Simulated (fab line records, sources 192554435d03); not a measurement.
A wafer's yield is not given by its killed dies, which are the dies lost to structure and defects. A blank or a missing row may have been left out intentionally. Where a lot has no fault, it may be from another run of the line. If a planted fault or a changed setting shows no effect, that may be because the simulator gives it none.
Matching of chambers | flow n5 finfet | N5_MOL_CONTACT_COAG_ALD_133 on ald sin-01 has 4 sister chambers
The step deposits SiO2, target thk 5 nm, pulse time 1 s, co reactant pulse time 1 s. 8 wafers are shown with their chamber, then 10 later ones without.

WAFERS WITH THEIR CHAMBER
wafer  | chamber | heater power w (W) | precursor pulse height rel
L079.1 | 2       | 68                 | 0.989
L079.2 | 1       | 56                 | 0.973
L079.3 | 0       | 85                 | 1.000
L080.3 | 3       | 100                | 1.014
L080.4 | 0       | 88                 | 0.975
L080.5 | 1       | 55                 | 1.008
L081.1 | 2       | 65                 | 1.016
L081.5 | 3       | 100                | 0.970

WAFERS MISSING THEIR CHAMBER
wafer  | heater power w (W) | precursor pulse height rel
L081.6 | 85                 | 1.016
L082.1 | 101                | 1.022
L082.5 | 56                 | 1.007
L082.6 | 88                 | 0.998
L090.1 | 85                 | 1.008
L090.2 | 53                 | 0.986
L090.3 | 102                | 0.998
L093.3 | 100                | 1.003
L093.4 | 53                 | 1.019
L093.5 | 99                 | 0.975

CHAMBER TAKEN BY EACH
wafer  | from the rows above | in truth
L081.6 | 0                   | 0
L082.1 | 3                   | 3
L082.5 | 1                   | 1
L082.6 | 0                   | 0
L090.1 | 0                   | 0
L090.2 | 1                   | 1
L090.3 | 3                   | 3
L093.3 | 3                   | 3
L093.4 | 1                   | 1
L093.5 | 3                   | 3
Placed correctly: 10 of 10. Left unplaced by these rows: 0. Number placed wrongly: 0.
How it was worked out, from the rows above alone: a wafer's distance from a chamber is the root of the sum, over the readings, of the square of ((its reading less the chamber's mean) divided by the reading's scatter). If the next closest chamber is less than 2 further off than the closest, the wafer can't be placed; otherwise it belongs to the closest. The mean given for a chamber averages the wafers shown for that chamber. The scatter: take each reading less its chamber's mean, square it, sum over the shown wafers, divide by the number of wafers less the number of chambers, and take the root.
